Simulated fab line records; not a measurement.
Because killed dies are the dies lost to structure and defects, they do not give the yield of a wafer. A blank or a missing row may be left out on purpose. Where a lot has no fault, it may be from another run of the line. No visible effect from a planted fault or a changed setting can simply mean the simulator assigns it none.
Which of the tools did it? || flow n5 finfet || Sampling: 8 lots, 24 wafers, 6 of 1938 route steps

WHAT THE GAUGES SHOWED, per wafer
N5_BEOL_M4_INSPECT_30: inspects for defects (brightfield).
{"lot": "L367", "measured": "day 9 14:31", "on": "defect inspect-02", "raw defect count": "427 445 383"}
{"lot": "L374", "measured": "day 11 05:59", "on": "defect inspect-01", "raw defect count": "1761 1817 1614"}
{"lot": "L376", "measured": "day 12 03:22", "on": "defect inspect-01", "raw defect count": "1623 1725 1650"}
{"lot": "L379", "measured": "day 12 18:13", "on": "defect inspect-02", "raw defect count": "545 393 731"}
{"lot": "L378", "measured": "day 13 08:20", "on": "defect inspect-01", "raw defect count": "425 587 386"}
{"lot": "L381", "measured": "day 13 09:17", "on": "defect inspect-01", "raw defect count": "383 378 386"}
{"lot": "L383", "measured": "day 13 18:14", "on": "defect inspect-01", "raw defect count": "415 346 397"}
{"lot": "L385", "measured": "day 14 02:12", "on": "defect inspect-01", "raw defect count": "423 328 335"}

N5_BEOL_M4_RC_MEAS_101.
{"lot": "L367", "measured": "day 10 23:08", "on": "prober-02", "DIBL_N (mV/V)": "36.3 35.5 35.1", "DIBL_P (mV/V)": "39.2 38.0 37.0", "IOFF_N (nA/um)": "0.181 0.148 0.158", "IOFF_P (nA/um)": "0.208 0.189 0.186", "ION_N (uA/um)": "679 659 675", "ION_P (uA/um)": "459 453 458", "SS_N (mV/dec)": "71.7 72.0 71.8", "SS_P (mV/dec)": "73.6 73.9 72.7", "VT_N (mV)": "248 249 252", "VT_P (mV)": "-252 -253 -253"}
{"lot": "L374", "measured": "day 12 12:49", "on": "prober-02", "DIBL_N (mV/V)": "33.9 35.7 36.5", "DIBL_P (mV/V)": "32.9 34.6 34.1", "IOFF_N (nA/um)": "0.124 0.149 0.156", "IOFF_P (nA/um)": "0.169 0.199 0.182", "ION_N (uA/um)": "660 673 665", "ION_P (uA/um)": "451 465 450", "SS_N (mV/dec)": "71.0 70.5 70.8", "SS_P (mV/dec)": "72.6 72.7 72.6", "VT_N (mV)": "254 252 251", "VT_P (mV)": "-252 -251 -254"}
{"lot": "L376", "measured": "day 13 19:43", "on": "prober-02", "DIBL_N (mV/V)": "36.6 35.7 35.0", "DIBL_P (mV/V)": "34.3 35.7 32.6", "IOFF_N (nA/um)": "0.161 0.151 0.134", "IOFF_P (nA/um)": "0.192 0.210 0.162", "ION_N (uA/um)": "668 677 659", "ION_P (uA/um)": "456 458 449", "SS_N (mV/dec)": "72.1 72.2 71.6", "SS_P (mV/dec)": "74.2 73.4 72.8", "VT_N (mV)": "251 249 253", "VT_P (mV)": "-252 -251 -255"}
{"lot": "L379", "measured": "day 14 01:52", "on": "prober-02", "DIBL_N (mV/V)": "36.2 37.0 35.2", "DIBL_P (mV/V)": "37.5 36.5 35.8", "IOFF_N (nA/um)": "0.165 0.162 0.137", "IOFF_P (nA/um)": "0.234 0.206 0.201", "ION_N (uA/um)": "667 678 659", "ION_P (uA/um)": "458 464 459", "SS_N (mV/dec)": "71.4 71.6 71.2", "SS_P (mV/dec)": "74.2 73.9 73.3", "VT_N (mV)": "244 249 250", "VT_P (mV)": "-247 -249 -250"}
{"lot": "L378", "measured": "day 14 05:40", "on": "prober-01", "DIBL_N (mV/V)": "38.3 36.9 37.8", "DIBL_P (mV/V)": "35.3 34.6 34.8", "IOFF_N (nA/um)": "0.186 0.161 0.171", "IOFF_P (nA/um)": "0.213 0.204 0.199", "ION_N (uA/um)": "669 677 688", "ION_P (uA/um)": "456 466 464", "SS_N (mV/dec)": "72.2 71.9 72.1", "SS_P (mV/dec)": "73.8 73.9 73.1", "VT_N (mV)": "247 249 248", "VT_P (mV)": "-252 -251 -250"}
{"lot": "L381", "measured": "day 14 15:55", "on": "prober-01", "DIBL_N (mV/V)": "38.3 34.6 37.8", "DIBL_P (mV/V)": "35.3 32.8 36.3", "IOFF_N (nA/um)": "0.174 0.125 0.165", "IOFF_P (nA/um)": "0.187 0.152 0.194", "ION_N (uA/um)": "662 664 672", "ION_P (uA/um)": "449 457 459", "SS_N (mV/dec)": "72.7 70.5 71.2", "SS_P (mV/dec)": "73.4 71.7 72.6", "VT_N (mV)": "247 250 249", "VT_P (mV)": "-253 -254 -252"}
{"lot": "L383", "measured": "day 14 23:49", "on": "prober-01", "DIBL_N (mV/V)": "36.1 38.2 34.3", "DIBL_P (mV/V)": "35.1 36.6 31.9", "IOFF_N (nA/um)": "0.165 0.209 0.121", "IOFF_P (nA/um)": "0.231 0.262 0.186", "ION_N (uA/um)": "666 691 652", "ION_P (uA/um)": "467 470 458", "SS_N (mV/dec)": "71.9 71.8 70.9", "SS_P (mV/dec)": "72.7 73.3 72.6", "VT_N (mV)": "245 243 251", "VT_P (mV)": "-246 -244 -251"}
{"lot": "L385", "measured": "day 15 08:19", "on": "prober-01", "DIBL_N (mV/V)": "34.3 36.6 34.5", "DIBL_P (mV/V)": "34.8 37.6 35.9", "IOFF_N (nA/um)": "0.117 0.153 0.129", "IOFF_P (nA/um)": "0.170 0.217 0.184", "ION_N (uA/um)": "668 666 674", "ION_P (uA/um)": "463 458 463", "SS_N (mV/dec)": "70.9 71.9 71.3", "SS_P (mV/dec)": "73.4 73.2 73.1", "VT_N (mV)": "255 253 252", "VT_P (mV)": "-253 -251 -253"}

WHICH TOOL RAN EACH LOT (tool, then ch and the chambers of the sampled wafers, then the start)
{"lot": "L367", "N5_BEOL_M4_ETCH_74": "rie diel-03 ch 0,1,3, day 9 13:34", "N5_BEOL_M4_ETCH_64": "rie diel-03 ch 0,1,3, day 9 13:36", "N5_BEOL_M4_DESCUM_33": "rie diel-01 ch 0, day 9 14:32", "N5_BEOL_M4_VIA_ETCH_34": "rie diel-03 ch 0,2,3, day 10 18:41"}
{"lot": "L374", "N5_BEOL_M4_ETCH_74": "rie diel-01 ch 0,2, day 11 04:47", "N5_BEOL_M4_ETCH_64": "rie diel-01 ch 0,2, day 11 04:50", "N5_BEOL_M4_DESCUM_33": "rie diel-01 ch 2,3, day 11 06:02", "N5_BEOL_M4_VIA_ETCH_34": "rie diel-03 ch 0,1,3, day 12 08:31"}
{"lot": "L376", "N5_BEOL_M4_ETCH_74": "rie diel-01 ch 0,3, day 12 02:20", "N5_BEOL_M4_ETCH_64": "rie diel-01 ch 0,3, day 12 02:22", "N5_BEOL_M4_DESCUM_33": "rie diel-03 ch 0,1, day 12 03:24", "N5_BEOL_M4_VIA_ETCH_34": "rie diel-01 ch 1,2,3, day 13 15:16"}
{"lot": "L379", "N5_BEOL_M4_ETCH_74": "rie diel-04 ch 0,1, day 12 17:17", "N5_BEOL_M4_ETCH_64": "rie diel-04 ch 0,1, day 12 17:20", "N5_BEOL_M4_DESCUM_33": "rie diel-03 ch 0,2,3, day 12 18:15", "N5_BEOL_M4_VIA_ETCH_34": "rie diel-03 ch 1,2, day 13 20:46"}
{"lot": "L378", "N5_BEOL_M4_ETCH_74": "rie diel-04 ch 1,2,3, day 13 07:23", "N5_BEOL_M4_ETCH_64": "rie diel-04 ch 1,2,3, day 13 07:26", "N5_BEOL_M4_DESCUM_33": "rie diel-01 ch 0,2,3, day 13 08:22", "N5_BEOL_M4_VIA_ETCH_34": "rie diel-01 ch 0,3, day 14 00:22"}
{"lot": "L381", "N5_BEOL_M4_ETCH_74": "rie diel-03 ch 0,2,3, day 13 08:27", "N5_BEOL_M4_ETCH_64": "rie diel-03 ch 0,2,3, day 13 08:30", "N5_BEOL_M4_DESCUM_33": "rie diel-01 ch 1,2,3, day 13 09:20", "N5_BEOL_M4_VIA_ETCH_34": "rie diel-03 ch 1,2, day 14 11:17"}
{"lot": "L383", "N5_BEOL_M4_ETCH_74": "rie diel-04 ch 0,2,3, day 13 17:26", "N5_BEOL_M4_ETCH_64": "rie diel-04 ch 0,2,3, day 13 17:29", "N5_BEOL_M4_DESCUM_33": "rie diel-04 ch 0,2, day 13 18:17", "N5_BEOL_M4_VIA_ETCH_34": "rie diel-01 ch 0,1,2, day 14 19:05"}
{"lot": "L385", "N5_BEOL_M4_ETCH_74": "rie diel-04 ch 0,1, day 14 01:11", "N5_BEOL_M4_ETCH_64": "rie diel-04 ch 0,1, day 14 01:13", "N5_BEOL_M4_DESCUM_33": "rie diel-04 ch 0,1,3, day 14 02:30", "N5_BEOL_M4_VIA_ETCH_34": "rie diel-04 ch 0,1, day 15 03:32"}
- N5_BEOL_M4_ETCH_74: etches underlayer in N2/H2, target depth 6.5 nm, time 5.2 s.
- N5_BEOL_M4_ETCH_64: etches SOC in N2/H2, target depth 75 nm, overetch 22.5 nm, time 121.9 s.
- N5_BEOL_M4_DESCUM_33: chemistry O2, time 7 s.
- N5_BEOL_M4_VIA_ETCH_34: etches the open film in C4F6/O2, target depth 69.4 nm, time 65.9 s.

AS READ BY THE TOOLS THEMSELVES (means over the sampled wafers that have a number; for cases with no such wafer, the mark the record gives instead)
N5_BEOL_M4_ETCH_74.
{"lot": "L367", "tool": "rie diel-03", "drypump motor current A (A)": 5.8, "etch rf on time s (s)": 5.35, "oes product au (a.u.)": 0.67, "rf vpp V (V)": 523.3, "showerhead plenum p Torr (Torr)": 2.55, "throttle valve pct (%)": 17.8}
{"lot": "L374", "tool": "rie diel-01", "drypump motor current A (A)": 6.5, "etch rf on time s (s)": 5.23, "oes product au (a.u.)": 0.62, "rf vpp V (V)": 522.9, "showerhead plenum p Torr (Torr)": 2.49, "throttle valve pct (%)": 18.3}
{"lot": "L376", "tool": "rie diel-01", "drypump motor current A (A)": 6.1, "etch rf on time s (s)": 5.17, "oes product au (a.u.)": 0.69, "rf vpp V (V)": 522.2, "showerhead plenum p Torr (Torr)": 2.50, "throttle valve pct (%)": 17.6}
{"lot": "L379", "tool": "rie diel-04", "drypump motor current A (A)": 6.3, "etch rf on time s (s)": 5.23, "oes product au (a.u.)": 0.69, "rf vpp V (V)": 524.2, "showerhead plenum p Torr (Torr)": 2.58, "throttle valve pct (%)": 17.9}
{"lot": "L378", "tool": "rie diel-04", "drypump motor current A (A)": 5.7, "etch rf on time s (s)": 5.27, "oes product au (a.u.)": 0.69, "rf vpp V (V)": 523.7, "showerhead plenum p Torr (Torr)": 2.56, "throttle valve pct (%)": 17.7}
{"lot": "L381", "tool": "rie diel-03", "drypump motor current A (A)": 5.8, "etch rf on time s (s)": 5.26, "oes product au (a.u.)": 0.67, "rf vpp V (V)": 524.7, "showerhead plenum p Torr (Torr)": 2.59, "throttle valve pct (%)": 17.8}
{"lot": "L383", "tool": "rie diel-04", "drypump motor current A (A)": 5.6, "etch rf on time s (s)": 5.25, "oes product au (a.u.)": 0.65, "rf vpp V (V)": 524.8, "showerhead plenum p Torr (Torr)": 2.54, "throttle valve pct (%)": 18.0}
{"lot": "L385", "tool": "rie diel-04", "drypump motor current A (A)": 6.2, "etch rf on time s (s)": 5.28, "oes product au (a.u.)": 0.63, "rf vpp V (V)": 524.1, "showerhead plenum p Torr (Torr)": 2.55, "throttle valve pct (%)": 18.1}

N5_BEOL_M4_ETCH_64.
{"lot": "L367", "tool": "rie diel-03", "drypump motor current A (A)": 5.8, "oes product au (a.u.)": 0.60, "rf vpp V (V)": 523.7, "showerhead plenum p Torr (Torr)": 2.55, "temp c (C)": 40.01, "throttle valve pct (%)": 17.8}
{"lot": "L374", "tool": "rie diel-01", "drypump motor current A (A)": 6.5, "oes product au (a.u.)": 0.56, "rf vpp V (V)": 522.6, "showerhead plenum p Torr (Torr)": 2.49, "temp c (C)": 40.05, "throttle valve pct (%)": 18.2}
{"lot": "L376", "tool": "rie diel-01", "drypump motor current A (A)": 6.1, "oes product au (a.u.)": 0.62, "rf vpp V (V)": 523.8, "showerhead plenum p Torr (Torr)": 2.50, "temp c (C)": 39.96, "throttle valve pct (%)": 17.5}
{"lot": "L379", "tool": "rie diel-04", "drypump motor current A (A)": 6.3, "oes product au (a.u.)": 0.62, "rf vpp V (V)": 524.9, "showerhead plenum p Torr (Torr)": 2.57, "temp c (C)": 40.04, "throttle valve pct (%)": 17.8}
{"lot": "L378", "tool": "rie diel-04", "drypump motor current A (A)": 5.7, "oes product au (a.u.)": 0.62, "rf vpp V (V)": 524.1, "showerhead plenum p Torr (Torr)": 2.56, "temp c (C)": 40.06, "throttle valve pct (%)": 17.6}
{"lot": "L381", "tool": "rie diel-03", "drypump motor current A (A)": 5.8, "oes product au (a.u.)": 0.60, "rf vpp V (V)": 524.6, "showerhead plenum p Torr (Torr)": 2.59, "temp c (C)": 40.07, "throttle valve pct (%)": 17.7}
{"lot": "L383", "tool": "rie diel-04", "drypump motor current A (A)": 5.6, "oes product au (a.u.)": 0.58, "rf vpp V (V)": 523.5, "showerhead plenum p Torr (Torr)": 2.54, "temp c (C)": 40.02, "throttle valve pct (%)": 17.9}
{"lot": "L385", "tool": "rie diel-04", "drypump motor current A (A)": 6.1, "oes product au (a.u.)": 0.58, "rf vpp V (V)": 524.0, "showerhead plenum p Torr (Torr)": 2.55, "temp c (C)": 40.13, "throttle valve pct (%)": 18.1}

N5_BEOL_M4_DESCUM_33.
{"lot": "L367", "tool": "rie diel-01", "drypump motor current A (A)": 6.4, "oes product au (a.u.)": 0.70, "rf vpp V (V)": 243.3, "showerhead plenum p Torr (Torr)": 2.15, "temp c (C)": 39.94, "throttle valve pct (%)": 20.7}
{"lot": "L374", "tool": "rie diel-01", "drypump motor current A (A)": 6.2, "oes product au (a.u.)": 0.84, "rf vpp V (V)": 242.8, "showerhead plenum p Torr (Torr)": 2.04, "temp c (C)": 39.94, "throttle valve pct (%)": 20.4}
{"lot": "L376", "tool": "rie diel-03", "drypump motor current A (A)": 5.4, "oes product au (a.u.)": 0.93, "rf vpp V (V)": 244.1, "showerhead plenum p Torr (Torr)": 2.18, "temp c (C)": 40.04, "throttle valve pct (%)": 20.1}
{"lot": "L379", "tool": "rie diel-03", "drypump motor current A (A)": 5.8, "oes product au (a.u.)": 0.79, "rf vpp V (V)": 244.0, "showerhead plenum p Torr (Torr)": 2.14, "temp c (C)": 40.08, "throttle valve pct (%)": 20.3}
{"lot": "L378", "tool": "rie diel-01", "drypump motor current A (A)": 6.3, "oes product au (a.u.)": 0.76, "rf vpp V (V)": 242.7, "showerhead plenum p Torr (Torr)": 2.06, "temp c (C)": 39.92, "throttle valve pct (%)": 20.6}
{"lot": "L381", "tool": "rie diel-01", "drypump motor current A (A)": 6.1, "oes product au (a.u.)": 0.81, "rf vpp V (V)": 242.3, "showerhead plenum p Torr (Torr)": 2.03, "temp c (C)": 40.06, "throttle valve pct (%)": 20.5}
{"lot": "L383", "tool": "rie diel-04", "drypump motor current A (A)": 5.9, "oes product au (a.u.)": 0.70, "rf vpp V (V)": 242.2, "showerhead plenum p Torr (Torr)": 2.06, "temp c (C)": 39.92, "throttle valve pct (%)": 21.0}
{"lot": "L385", "tool": "rie diel-04", "drypump motor current A (A)": 5.9, "oes product au (a.u.)": 0.82, "rf vpp V (V)": 243.6, "showerhead plenum p Torr (Torr)": 2.15, "temp c (C)": 40.08, "throttle valve pct (%)": 20.4}

N5_BEOL_M4_VIA_ETCH_34.
{"lot": "L367", "tool": "rie diel-03", "drypump motor current A (A)": 5.8, "oes product au (a.u.)": 0.71, "rf vpp V (V)": 666, "showerhead plenum p Torr (Torr)": 2.78, "throttle valve pct (%)": 30.6}
{"lot": "L374", "tool": "rie diel-03", "drypump motor current A (A)": 5.8, "oes product au (a.u.)": 0.85, "rf vpp V (V)": 669, "showerhead plenum p Torr (Torr)": 2.94, "throttle valve pct (%)": 30.6}
{"lot": "L376", "tool": "rie diel-01", "drypump motor current A (A)": 6.1, "oes product au (a.u.)": 0.81, "rf vpp V (V)": 666, "showerhead plenum p Torr (Torr)": 2.74, "throttle valve pct (%)": 30.7}
{"lot": "L379", "tool": "rie diel-03", "drypump motor current A (A)": 5.2, "oes product au (a.u.)": 0.83, "rf vpp V (V)": 669, "showerhead plenum p Torr (Torr)": 2.84, "throttle valve pct (%)": 30.4}
{"lot": "L378", "tool": "rie diel-01", "drypump motor current A (A)": 6.1, "oes product au (a.u.)": 0.79, "rf vpp V (V)": 659, "showerhead plenum p Torr (Torr)": 2.82, "throttle valve pct (%)": 30.8}
{"lot": "L381", "tool": "rie diel-03", "drypump motor current A (A)": 5.2, "oes product au (a.u.)": 0.82, "rf vpp V (V)": 669, "showerhead plenum p Torr (Torr)": 2.83, "throttle valve pct (%)": 30.4}
{"lot": "L383", "tool": "rie diel-01", "drypump motor current A (A)": 6.3, "oes product au (a.u.)": 0.74, "rf vpp V (V)": 662, "showerhead plenum p Torr (Torr)": 2.79, "throttle valve pct (%)": 31.0}
{"lot": "L385", "tool": "rie diel-04", "drypump motor current A (A)": 6.1, "oes product au (a.u.)": 0.73, "rf vpp V (V)": 668, "showerhead plenum p Torr (Torr)": 2.85, "throttle valve pct (%)": 31.1}

THE ANSWER, worked out from the rows above alone
Rule: the usual values come from the lots themselves. Put in order of their means at a reading, lots are off if they are a third of the lots or fewer, leave a main group of 4 or more, and stand apart from it by a gap of 3 or more times the standard deviation of the main group's means; of several such gaps the widest counts. Not used: any main group whose means are identical at the precision the tables above print for the reading. Also off: a lot with no number at a reading for which 4 or more lots have one. The other lots that the step has rows for count as sound. First the gauges in route order, then the tools' own readings, where a lot's mean is used as printed above. The first step at which some lot is off is used, and at that step the reading that is off furthest; a lot without a number counts as furthest.
Off, at N5_BEOL_M4_INSPECT_30 on raw defect count: L374, L376. Main group: mean 428, sd 66.
If a tool, at a process step before that reading, ran all the lots that are off and no sound lot after the first of them, it fits. Gauges at N5_BEOL_M4_INSPECT_30: tried the same way as those tools. One fits: rie diel-01 at N5_BEOL_M4_ETCH_74 and N5_BEOL_M4_ETCH_64. It ran no sound lot before its first lot that is off in this sample, so the start can't be narrowed down.

WHAT THE SIMULATOR HAD PUT IN
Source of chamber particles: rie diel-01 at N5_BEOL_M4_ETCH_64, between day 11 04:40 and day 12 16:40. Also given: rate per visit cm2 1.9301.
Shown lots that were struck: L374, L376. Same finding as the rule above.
